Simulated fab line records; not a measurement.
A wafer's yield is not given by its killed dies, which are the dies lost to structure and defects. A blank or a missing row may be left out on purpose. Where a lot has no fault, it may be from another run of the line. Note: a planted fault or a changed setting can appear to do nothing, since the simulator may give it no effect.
The same fault as seen by 2 desks :: flow n5 finfet :: every desk sees just its own numbers, and what lay behind them comes last

== DESK OF THE TOOL OWNER: cmp-01 ==
The tool's own readings at N5_HKMG_FIN_CMP_23 (polishes, stops on SiNx, t overpolish 10 s, target thk 46.326 nm): means of the sampled wafers that have a number, for each lot that ran on this tool. The brackets show how far a lot's mean lies from the usual mean; more than 4 standard deviations puts the lot out of limits, marked OUT.
Columns: A = motor current A at N5_HKMG_FIN_CMP_23, usual 12.0 A; B = overpolish run s at N5_HKMG_FIN_CMP_23, usual 10.000 s; C = time to endpoint s at N5_HKMG_FIN_CMP_23, usual 10.7 s
lot: L986
first seen here: day 6 14:51
A: 11.8
B: 9.998
C: 10.2

lot: L987
first seen here: day 6 23:52
A: 12.5
B: 9.994
C: 10.1

lot: L999
first seen here: day 9 21:35
A: 12.3
B: 10.000
C: 13.3
Finding of this desk: none of the 3 lots has anything out of limits.

== FROM THE METROLOGY DESK ==
What the gauges read, lot by lot, whatever tool the lot ran on: means of the sampled wafers that have a number. The brackets show how far a lot's mean lies from the usual mean; more than 4 standard deviations puts the lot out of limits, marked OUT. Only the readings that lie furthest out on some lot appear, 7 of the 10 it has.
Columns: A = DIBL_N at N5_BEOL_M4_RC_MEAS_101, usual 35.8 mV/V; B = IOFF_P at N5_BEOL_M4_RC_MEAS_101, usual 0.21 nA/um; C = ION_N at N5_BEOL_M4_RC_MEAS_101, usual 672 uA/um; D = ION_P at N5_BEOL_M4_RC_MEAS_101, usual 461 uA/um; E = SS_N at N5_BEOL_M4_RC_MEAS_101, usual 71.4 mV/dec; F = SS_P at N5_BEOL_M4_RC_MEAS_101, usual 73.2 mV/dec; G = VT_P at N5_BEOL_M4_RC_MEAS_101, usual -251 mV
lot: L977
first seen here: day 7 19:30
A: 37.3
B: 0.20
C: 679
D: 456
E: 72.3
F: 73.4
G: -252

lot: L986
first seen here: day 10 02:50
A: 38.1
B: 0.25
C: 677
D: 461
E: 72.3
F: 74.2
G: -247

lot: L987
first seen here: day 10 06:07
A: 36.8
B: 0.22
C: 680
D: 461
E: 71.8
F: 74.0
G: -252

lot: L992
first seen here: day 12 13:04
A: 37.1
B: 0.28
C: 688
D: 476
E: 71.3
F: 73.3
G: -245

lot: L998
first seen here: day 12 23:47
A: 34.1
B: 0.16
C: 664
D: 457
E: 70.7
F: 73.1
G: -254

lot: L999
first seen here: day 13 20:50
A: 35.7
B: 0.19
C: 668
D: 462
E: 71.4
F: 72.8
G: -252
Finding of this desk: none of the 6 lots has anything out of limits.

== ALL TOGETHER ==
The tool owner's desk saw nothing out of limits.
Metrology desk: nothing out of limits seen.

== WHAT THE SIMULATOR HAD INSERTED ==
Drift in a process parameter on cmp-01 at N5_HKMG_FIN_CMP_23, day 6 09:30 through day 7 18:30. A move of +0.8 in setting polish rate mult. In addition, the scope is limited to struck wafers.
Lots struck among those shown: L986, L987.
